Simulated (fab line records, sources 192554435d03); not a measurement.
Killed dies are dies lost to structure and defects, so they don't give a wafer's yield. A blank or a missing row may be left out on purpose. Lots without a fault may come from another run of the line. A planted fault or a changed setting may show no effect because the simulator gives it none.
Chamber matching | flow n5_finfet | N5_PASSIVATION_STRIP_48 on rie_diel-05: 4 sister chambers
The step strips in O2. 4 wafers are shown with their chamber, then 7 later ones without.

WAFERS WITH THEIR CHAMBER
wafer  | chamber | drypump_motor_current_A (A)
L759.2 | 1       | 6.3
L759.3 | 0       | 6.1
L758.1 | 2       | 5.7
L758.3 | 3       | 5.5

WAFERS WITHOUT THEIR CHAMBER
wafer  | drypump_motor_current_A (A)
L758.4 | 6.3
L764.1 | 6.3
L764.2 | 5.7
L764.6 | 5.4
L763.1 | 6.3
L763.3 | 6.2
L763.6 | 6.1

WHICH CHAMBER EACH WENT THROUGH
wafer  | from the rows above     | in truth
L758.4 | 1                       | 1
L764.1 | 1                       | 1
L764.2 | 2                       | 2
L764.6 | 3                       | 3
L763.1 | 1                       | 1
L763.3 | can't be placed: 1 or 0 | 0
L763.6 | 0                       | 0
Placed correctly: 6 of 7. Can't be placed from these rows: 1 (the true chamber is among the candidates in 1). Placed wrongly: 0.
How it was worked out, from the rows above alone: a wafer's distance from a chamber is the root of the sum, over the readings, of the square of ((its reading less the chamber's mean) divided by the reading's scatter). The wafer belongs to the nearest chamber; if the next one is less than 2 further off, it can't be placed. A chamber's mean is the mean of its shown wafers. The scatter: with one shown wafer a chamber, the root of the mean of the squares of how far each hidden wafer lies from its nearest shown one.
